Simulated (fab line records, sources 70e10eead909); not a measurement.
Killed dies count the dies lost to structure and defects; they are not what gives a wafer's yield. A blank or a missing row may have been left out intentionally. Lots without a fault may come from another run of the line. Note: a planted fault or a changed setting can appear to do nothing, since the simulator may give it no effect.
A struck lot beside a sound one -- flow nand-harc -- 14 out of 1159 route steps
Sound: wafers L527.3, L527.4, L527.5. Struck: wafer L534.6 (left out: L534.4, a lot-mate that was not struck); the cause follows at the end.
At each step with rows: each side's tool, then ch and its chambers, then its first start. Under that, the readings that differ: sound wafers -- struck wafers -- difference of the means -- sigmas: that difference in standard deviations of wafers without a fault.
alike: words and numbers the same on both sides, and readings whose means are apart by under 2 such deviations; not compared: readings that were withheld, readings missing a value for some wafer, numbers with overlapping values and no deviation given by the record, and bounds like >300 which may hide the same value.
A row with sigmas, a row that says differs or no value, or rows on one side alone: a step with any of these is where the two part. Non-overlapping numbers with no deviation appear without sigmas and do not part them. A reading that every wafer of one side lacks parts them only if that side has two wafers or more.

NHARC_A_SLIT_ETCH_26: etches the open film in C4F8/O2/Ar, time 90 s, target depth 400 nm.
  sound on har-etch-02 ch 0,1, day 16 17:31; struck on har-etch-01 ch 0, day 18 23:27
  alike: drypump-motor-current-A, rf-fwd-power-W, showerhead-plenum-p-Torr, throttle-valve-pct
  not compared: rf-hours-counter-h
then, 1 step without rows for these wafers: NHARC_A_SLIT_STRIP_28 (strips in O2/COS).
NHARC_A_SLIT_ETCH_29: etches the open film in CF4/O2, target depth 100 nm, overetch 10 nm, time 55 s.
  sound on rie-diel-05 ch 0,2,3, day 16 18:04; struck on rie-diel-01 ch 2, day 18 23:59
reading,sound,struck,difference,sigmas
oes-product-au (a.u.),1.014 1.017 1.016,0.964,-0.052,-3
  alike: bias-w, drypump-motor-current-A, rf-fwd-power-W, rf-vpp-V, showerhead-plenum-p-Torr, throttle-valve-pct
  not compared: rf-hours-counter-h
NHARC_A_SLIT_STRIP_18: strips in O2.
  sound on rie-diel-05 ch 2,3; struck on rie-diel-01 ch 2
reading,sound,struck,difference,sigmas
oes-product-au (a.u.),1.015 1.013 1.010,0.975,-0.038,-2
showerhead-plenum-p-Torr (Torr),3.33 3.67 3.67,3.32,-0.24,-2
  alike: drypump-motor-current-A, rf-vpp-V, throttle-valve-pct
  not compared: rf-hours-counter-h
then, 2 steps without rows for these wafers: NHARC_A_SLIT_PRECLEAN_19 (cleans in SC1); NHARC_A_SLIT_SRD_20.
NHARC_A_SLIT_CD_MEAS_21:
  sound on cd-sem-01 at day 16 18:37; struck on cd-sem-01 at day 19 00:31
  alike: cd-nm
then, 3 steps without rows for these wafers: NHARC_A_SIN_REMOVE_WET_00 (chemistry H3PO4, time 15300 s); NHARC_A_SIN_REMOVE_PRECLEAN_01 (cleans in SC1); NHARC_A_SIN_REMOVE_SRD_02.
NHARC_A_SIN_REMOVE_INSPECT_04:
  sound on defect-inspect-02 at day 17 02:19; struck on defect-inspect-02 at day 19 08:17
reading,sound,struck,difference,sigmas
raw-defect-count,509 340 320,199,-191,-3
NHARC_A_WL_FILL_ALD_00: deposits Al2O3, target thk 3 nm, pulse time 3 s, ald cycles 30.
  sound on ald-hk-02 ch 0,3, day 17 02:23; struck on ald-hk-02 ch 0, day 19 08:26
reading,sound,struck,difference,sigmas
ald-cycles,30 30 30,11,-19,
  alike: heater-power-w, precursor-pulse-height-rel
NHARC_A_WL_FILL_RTA_01: time 5 s.
  sound on rtp-anneal-01 ch 0, day 17 02:52; struck on rtp-anneal-01 ch 0, day 19 08:52
  alike: lamp-power-pct, lamp_zone_3_pct, wafer_temp_C_max
next, for these wafers, 1 step has no rows: NHARC_END_SORT_01.

WHERE THEY PART
Last at NHARC_A_SIN_REMOVE_INSPECT_04 as far as this record goes, first at NHARC_A_SLIT_ETCH_29. Later steps at which nothing parts them and some readings are alike: NHARC_A_WL_FILL_ALD_00, NHARC_A_WL_FILL_RTA_01.

WHY: the cause the simulator had injected
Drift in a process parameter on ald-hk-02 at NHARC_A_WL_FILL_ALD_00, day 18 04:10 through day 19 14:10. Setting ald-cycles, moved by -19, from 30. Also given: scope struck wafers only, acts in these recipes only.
